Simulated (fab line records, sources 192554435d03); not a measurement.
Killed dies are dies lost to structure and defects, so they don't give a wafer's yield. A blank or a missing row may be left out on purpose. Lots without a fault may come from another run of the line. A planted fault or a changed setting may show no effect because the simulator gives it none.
Chamber matching | flow n5_finfet | N5_SDB_DESCUM_16 on rie_diel-03: 4 sister chambers
The step chemistry O2, time 7.9 s. 4 wafers are shown with their chamber, then 10 later ones without.

WAFERS WITH THEIR CHAMBER
wafer  | chamber | drypump_motor_current_A (A)
L085.4 | 3       | 5.2
L089.2 | 1       | 5.4
L093.1 | 2       | 5.3
L093.4 | 0       | 5.8

WAFERS WITHOUT THEIR CHAMBER
wafer  | drypump_motor_current_A (A)
L093.5 | 5.3
L095.2 | 5.2
L095.3 | 5.3
L095.6 | 5.9
L096.3 | 5.3
L096.4 | 5.8
L096.5 | 5.3
L097.2 | 5.2
L097.3 | 5.3
L097.5 | 5.2

WHICH CHAMBER EACH WENT THROUGH
wafer  | from the rows above | in truth
L093.5 | 2                   | 2
L095.2 | 3                   | 3
L095.3 | 2                   | 2
L095.6 | 0                   | 0
L096.3 | 2                   | 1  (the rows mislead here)
L096.4 | 0                   | 0
L096.5 | 2                   | 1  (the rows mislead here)
L097.2 | 3                   | 3
L097.3 | 2                   | 2
L097.5 | 3                   | 3
Placed correctly: 8 of 10. Can't be placed from these rows: 0. Placed wrongly: 2.
How it was worked out, from the rows above alone: a wafer's distance from a chamber is the root of the sum, over the readings, of the square of ((its reading less the chamber's mean) divided by the reading's scatter). The wafer belongs to the nearest chamber; if the next one is less than 2 further off, it can't be placed. A chamber's mean is the mean of its shown wafers. The scatter: with one shown wafer a chamber, the root of the mean of the squares of how far each hidden wafer lies from its nearest shown one.
